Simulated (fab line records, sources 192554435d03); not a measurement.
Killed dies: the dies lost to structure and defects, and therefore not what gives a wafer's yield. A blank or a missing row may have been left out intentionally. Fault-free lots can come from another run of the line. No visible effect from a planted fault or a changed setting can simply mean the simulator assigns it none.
A lot that was struck, set against a sound lot | flow n5_finfet | 36 steps out of a route of 1938
Sound: the wafers L368.1, L368.5, L368.6. Wafers struck: L383.2, L383.3, L383.6. The cause comes at the end.
At each step with rows: each side's tool, then ch and its chambers, then its first start. Under that, the readings that differ: sound wafers | struck wafers | difference of the means | sigmas: that difference in standard deviations of wafers without a fault.
alike: words and numbers the same on both sides, and readings whose means are apart by under 2 such deviations; not compared: readings that were withheld, readings missing a value for some wafer, numbers with overlapping values and no deviation given by the record, and bounds like >300 which may hide the same value.
A row with sigmas, a row that says differs or no value, or rows on one side alone: a step with any of these is where the two part. When numbers do not overlap yet have no deviation, they are printed without sigmas and do not part them. A reading missing from all wafers of one side parts the sides only when that side holds two or more wafers.

first, 9 steps without rows for these wafers: N5_BEOL_M4_ANNEAL_95 (time 240 s); N5_BEOL_M4_SPUTTER_96 (material Cu, target thk 4.5 nm, time 8.29 s); N5_BEOL_M4_ECD_50 (material Cu, target thk 300 nm); N5_BEOL_M4_ANNEAL_51 (time 90 s); N5_BEOL_M4_CMP_52 (polishes, stops on SiOC, t overpolish 6.8 s, target thk 40 nm); N5_BEOL_M4_PRE_CLEAN_60 (time 15 s); N5_BEOL_M4_CO_CAP_55 (material Co, precursor CCTBA/H2, target thk 2 nm, time 102.1 s); N5_BEOL_M4_PRE_CLEAN_56 (time 15 s); N5_BEOL_M4_DEP_57 (deposits SiCN from 3MS/NH3, target thk 8 nm, time 14 s).
N5_BEOL_M4_RC_MEAS_101:
  sound on prober-02 ch 0, day 9 07:56; struck on prober-01 ch 0, day 12 03:59
  reading        | sound          | struck         | difference | sigmas
  IOFF_N (nA/um) | 0.29 0.15 0.25 | 0.13 0.15 0.12 | -0.10      | -2
  IOFF_P (nA/um) | 0.36 0.23 0.34 | 0.18 0.21 0.17 | -0.12      | -3
  ION_P (uA/um)  | 479 461 493    | 449 465 456    | -21        | -2
  VT_N (mV)      | 241 247 242    | 255 247 253    | +8         | +2
  VT_P (mV)      | -240 -245 -239 | -252 -249 -253 | -10        | -3
  alike: DIBL_N, DIBL_P, ION_N, SS_N, SS_P
then, 24 steps without rows for these wafers: N5_BEOL_M5_ILD_DEP_00 (deposits SiCOH lowk from DEMS/porogen, target thk 140.64 nm, time 25.9 s); N5_BEOL_M5_CURE_79 (cures SiCOH lowk, time 240 s); N5_BEOL_M5_PECVD_70 (deposits SiO2 from TEOS/O2, target thk 16 nm, time 18 s); N5_BEOL_M5_HM_DEP_02 (deposits TiN, target thk 20 nm); N5_BEOL_M5_COAT_59 (time 60 s, resist thk 60 nm); N5_BEOL_M5_COAT_60 (time 60 s, resist thk 12 nm); N5_BEOL_M5_COAT_71 (time 60 s, resist thk 5 nm); N5_BEOL_M5_COAT_05 (resist thk 30 nm); N5_BEOL_M5_EBR_07; N5_BEOL_M5_SOFTBAKE_06 (time 60 s); N5_BEOL_M5_EXPOSE_08 (exposes mask M5, target cd 28 nm); N5_BEOL_M5_PEB_09 (peb time 60 s); N5_BEOL_M5_DEVELOP_10 (develop time 30 s); N5_BEOL_M5_DESCUM_16 (chemistry O2, time 7 s); N5_BEOL_M5_ETCH_72 (etches underlayer in N2/H2, target depth 6.5 nm, time 5.2 s); N5_BEOL_M5_ETCH_61 (etches SiARC in CF4, target depth 15.6 nm, time 26 s); N5_BEOL_M5_ETCH_62 (etches SOC in N2/H2, target depth 75 nm, overetch 15 nm, time 112.5 s); N5_BEOL_M5_STRIP_63 (strips in N2/H2); N5_BEOL_M5_STRIP_73 (strips in N2/H2); N5_BEOL_M5_STRIP_64 (strips in CF4); N5_BEOL_M5_HM_OPEN_17 (chemistry Cl2/BCl3, target TiN, target depth 20 nm, overetch 6 nm); N5_BEOL_M5_STRIP_19 (strips in O2); N5_BEOL_M5_COAT_65 (time 60 s, resist thk 60 nm); N5_BEOL_M5_COAT_66 (time 60 s, resist thk 12 nm).
N5_BEOL_M7_ETCH_41: etches SiCN in CH3F/O2, target depth 31.9 nm, time 57.8 s.
  sound on rie_diel-05 ch 0,2, day 10 12:01; struck on rie_diel-05 ch 1,2, day 13 07:13
  no value came back on the struck wafers for any of 8 readings (CH3F_flow_sccm (sccm), O2_flow_sccm (sccm) and others); on the sound wafers CH3F_flow_sccm (sccm) reads 29.92 30.06 29.98
  not compared: rf_hours_counter_h
-- here the record skips 3 days between the struck wafers' starts before and after, leaving off in module BEOL_M7 and picking up in module PASSIVATION (first step shown: number 1936 of the route) --
N5_PASSIVATION_PROBE_49:
  rows exist in the record for the struck wafers here (prober-01, day 16 18:35), but not for the sound ones

## WHERE THEY PART
First at N5_BEOL_M4_RC_MEAS_101; last, within this record, at N5_PASSIVATION_PROBE_49.

WHY: what had been put in by the simulator
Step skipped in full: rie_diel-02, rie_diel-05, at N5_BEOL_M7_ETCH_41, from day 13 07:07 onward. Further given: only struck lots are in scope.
